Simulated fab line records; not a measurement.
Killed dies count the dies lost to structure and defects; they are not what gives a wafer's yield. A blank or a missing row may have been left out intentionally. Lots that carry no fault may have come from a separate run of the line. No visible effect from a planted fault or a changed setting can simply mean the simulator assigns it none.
Matching of chambers	flow n5-finfet	pecvd-02 running N5_BEOL_M13_DEP_53: 3 sister chambers
The step deposits SiCN from 3MS/NH3, target thk 50 nm, time 17.8 s. 6 wafers are shown with their chamber, then 7 later ones without.

== EACH WAFER AND ITS CHAMBER ==
wafer	chamber	throttle-valve-pct (%)	showerhead-plenum-p-Torr (Torr)
L079.3	2	16.6	4.197
L092.1	2	16.4	4.190
L092.3	1	19.0	4.142
L092.4	1	18.8	4.147
L095.3	0	18.5	4.155
L095.4	0	18.7	4.155

== WAFERS WITHOUT THEIR CHAMBER ==
wafer	throttle-valve-pct (%)	showerhead-plenum-p-Torr (Torr)
L095.6	16.8	4.199
L094.2	16.5	4.192
L094.4	18.9	4.143
L094.6	16.4	4.197
L096.1	16.6	4.194
L096.5	18.7	4.157
L096.6	19.4	4.146

== CHAMBER TAKEN BY EACH ==
wafer	from the rows above	in truth
L095.6	2	2
L094.2	2	2
L094.4	1	1
L094.6	2	2
L096.1	2	2
L096.5	0	0
L096.6	1	1
Correct placement for 7 of the 7. Can't be placed from these rows: 0. 0 placed wrongly.
How it was worked out, from the rows above alone: a wafer's distance from a chamber is the root of the sum, over the readings, of the square of ((its reading less the chamber's mean) divided by the reading's scatter). If the next closest chamber is less than 2 further off than the closest, the wafer can't be placed; otherwise it belongs to the closest. The mean given for a chamber averages the wafers shown for that chamber. How the scatter is found: for the shown wafers, subtract from each reading the mean of its chamber, square and add these, divide the total by (wafers less chambers), then take the root.
